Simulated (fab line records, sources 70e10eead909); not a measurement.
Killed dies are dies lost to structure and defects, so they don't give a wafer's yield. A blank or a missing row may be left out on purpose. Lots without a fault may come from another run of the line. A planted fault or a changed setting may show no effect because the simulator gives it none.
Problem report in the 8D (eight disciplines) form, filled by code | flow nand_harc | the parts of the form that need people (team, actions taken, sign-off) are left out

1. THE PROBLEM
oes_product_au at NHARC_A_BONDPAD_ETCH_34 reads a mean of 0.840 a.u. on 2 wafers of 1 lot; wafers without a fault read 1.004 a.u. with a standard deviation of 0.01. That is -16 standard deviations from the usual mean.
The step: etches the open film in N2/H2, target depth 60 nm, overetch 18 nm, time 65.91 s.
First seen on wafer L653.1, day 31 07:30, on rie_diel-03. The record holds 14 wafers of 5 lots with a number at this step. Rule for "out", or "out of limits": more than 4 standard deviations from the usual mean. The other wafers with a number count as sound.

2. WHAT IT IS AND WHAT IT IS NOT
question                    | is                     | is not
which readings at this step | oes_product_au         | drypump_motor_current_A, rf_vpp_V, showerhead_plenum_p_Torr, throttle_valve_pct
which lots                  | L653                   | L633, L635, L642, L645
which wafers of those lots  | all that have a number | -
read on which tools         | rie_diel-03            | rie_diel-05
when                        | from day 31 07:30      | up to then (12 sound wafers)

3. SUSPECTS, AND WHAT RULES EACH OUT
Counting: a tool at a process step up to the reading stays a suspect if it ran every lot that is out and no sound lot after the first of them.
- rie_diel-03 at NHARC_A_BONDPAD_DESCUM_11 (chemistry O2, time 3 s): kept. It ran the lot that is out, L653 (day 31 07:25), and no sound lot after that; its last sound lot up to then is L645 (day 28 06:44).
- rie_diel-03 at NHARC_A_BONDPAD_ETCH_34 (etches the open film in N2/H2, target depth 60 nm, overetch 18 nm, time 65.91 s): kept. It ran the lot that is out, L653 (day 31 07:30), and no sound lot after that; its last sound lot up to then is L645 (day 28 06:49). Its own readings are out on those wafers: oes_product_au.
Left after counting: rie_diel-03 at NHARC_A_BONDPAD_DESCUM_11, rie_diel-03 at NHARC_A_BONDPAD_ETCH_34.

4. THE CAUSE (what the simulator had put in)
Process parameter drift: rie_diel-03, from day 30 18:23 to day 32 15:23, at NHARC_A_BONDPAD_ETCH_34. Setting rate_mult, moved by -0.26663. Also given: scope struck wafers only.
Counting left 2 suspects, and this tool is among them.

5. THE CHAIN OF EFFECTS, in route order
Each row: a reading whose mean over the struck wafers that have a number lies more than 3 standard deviations from the usual. Only readings for which the record gives a usual standard deviation are gone through. hours: the time from each lot's start at the first step in this table that gives one to its start at this step, as a median over the lots. sigmas: the change in usual standard deviations.
hours | step                    | reading        | usual      | on struck wafers | change | sigmas
0     | NHARC_A_BONDPAD_ETCH_34 | oes_product_au | 1.004 a.u. | 0.840            | -0.164 | -16
The process steps in it:
- NHARC_A_BONDPAD_ETCH_34: etches the open film in N2/H2, target depth 60 nm, overetch 18 nm, time 65.91 s.

6. WHAT WOULD HAVE CAUGHT IT SOONER
In this record the first reading out of limits was taken at day 31 07:30, 13 hours after the fault began at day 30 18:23.
